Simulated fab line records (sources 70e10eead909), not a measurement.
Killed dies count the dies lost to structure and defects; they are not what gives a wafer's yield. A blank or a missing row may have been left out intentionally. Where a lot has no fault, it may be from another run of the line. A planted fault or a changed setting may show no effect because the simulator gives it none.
2 desks, one fault | flow nand harc | every desk sees just its own numbers, and what lay behind them comes last

== THE METROLOGY DESK ==
Lot by lot, what the gauges showed, no matter which tool ran the lot: averages of those sampled wafers that carry a number. The brackets show how far a lot's mean lies from the usual mean; more than 4 standard deviations puts the lot out of limits, marked OUT.
Columns: A = cd nm at NHARC_P_CONTACT_CD_MEAS_12, usual 89.3 nm; B = cd nm at NHARC_P_M0_CD_MEAS_09, usual 90.0 nm; C = cd nm at NHARC_P_M0_CD_MEAS_16, usual 90.1 nm
lot  | first seen here | A    | B               | C
L693 | day 6 02:41     | 89.4 | 90.2            | 89.9
L694 | day 6 09:07     | 88.8 | 91.3            | 91.7
L695 | day 7 00:29     | 88.9 | 90.2            | 90.5
L699 | day 8 09:28     | 89.5 | 90.2            | 90.4
L702 | day 9 14:30     | 89.3 | 90.7            | 90.4
L703 | day 10 01:49    | 89.7 | 90.9            | 90.6
L704 | day 10 15:04    | 89.7 | 89.9            | 89.3
L714 | day 15 00:44    | 89.0 | 86.6 (-4.4) OUT | 87.6
L715 | day 15 03:34    | 89.6 | 87.4            | 87.6
L716 | day 15 14:28    | 89.2 | 90.7            | 91.2
Finding of this desk: L714 out of limits; the first was L714 at day 15 04:48, on cd nm at NHARC_P_M0_CD_MEAS_09. In limits: L693, L694, L695, L699, L702, L703, L704, L715, L716.

== TOOL OWNER'S DESK, arfi scanner-03 ==
The tool's own readings at NHARC_P_M0_EXPOSE_06 (exposes mask P M0, target cd 90 nm): means of the sampled wafers that have a number, for each lot that ran on this tool. The brackets show how far a lot's mean lies from the usual mean; more than 4 standard deviations puts the lot out of limits, marked OUT.
Columns: A = exposure dose mJ cm2 at NHARC_P_M0_EXPOSE_06, usual 81.28
lot  | first seen here | A
L693 | day 6 06:42     | 81.21
L699 | day 8 13:30     | 81.34
L704 | day 10 19:08    | 81.28
L714 | day 15 04:40    | 77.47 (-50) OUT
L715 | day 15 07:29    | 78.28 (-39) OUT
Finding of this desk: L714, L715 out of limits; the first was L714 at day 15 04:40, on exposure dose mJ cm2 at NHARC_P_M0_EXPOSE_06. In limits: L693, L699, L704.

== PUT TOGETHER ==
The tool owner's desk could have raised an alarm at day 15 04:40, on L714, L715.
Metrology desk: alarm possible at day 15 04:48 on L714.
The metrology desk has L715 on record, within its limits.
Every lot named ran NHARC_P_M0_EXPOSE_06 on arfi scanner-03.

== WHAT HAD BEEN PUT IN BY THE SIMULATOR ==
Process parameter drift: arfi scanner-03, from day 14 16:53 on, at NHARC_P_M0_EXPOSE_06. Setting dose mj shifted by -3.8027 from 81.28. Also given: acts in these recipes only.
Shown lots that were struck: L714, L715.
Counting hours from when the fault started, the first reading out of limits came at 12 for the tool owner's desk and at 12 for the metrology desk.
